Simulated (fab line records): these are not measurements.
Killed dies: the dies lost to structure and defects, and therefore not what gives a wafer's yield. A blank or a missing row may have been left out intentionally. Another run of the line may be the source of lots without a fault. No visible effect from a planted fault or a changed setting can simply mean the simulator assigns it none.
Chamber matching -- flow n5_finfet -- 4 sister chambers for N5_MOL_CONTACT_COAG_CMP_28 on cmp-01
The step polishes, stops on SiNx, t overpolish 0.85 s, target thk 14.522 nm. 4 wafers are shown with their chamber, then 7 later ones without.

WAFERS WITH THEIR CHAMBER
wafer,chamber,motor_current_A (A)
L076.3,0,12.1
L076.6,3,12.4
L086.2,2,10.7
L086.3,1,13.1

WAFERS MISSING THEIR CHAMBER
wafer,motor_current_A (A)
L086.5,11.6
L088.1,12.8
L088.3,13.1
L088.4,11.3
L096.2,12.8
L096.4,10.9
L096.5,11.1

WHICH CHAMBER EACH ONE RAN IN
wafer,from the rows above,in truth
L086.5,can't be placed: 0 or 3 or 2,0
L088.1,can't be placed: 1 or 3 or 0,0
L088.3,can't be placed: 1 or 3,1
L088.4,can't be placed: 2 or 0 or 3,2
L096.2,can't be placed: 1 or 3 or 0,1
L096.4,2,2
L096.5,can't be placed: 2 or 0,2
1 of 7 placed correctly. These rows do not allow placing 6 (true chamber among the candidates in 6). Number placed wrongly: 0.
How it was worked out, from the rows above alone: a wafer's distance from a chamber is the root of the sum, over the readings, of the square of ((its reading less the chamber's mean) divided by the reading's scatter). The wafer belongs to the nearest chamber; if the next one is less than 2 further off, it can't be placed. For every chamber, the mean is computed from those of its wafers that are shown. The scatter: root of mean squared gap, hidden wafer to nearest shown wafer, with one shown wafer a chamber.
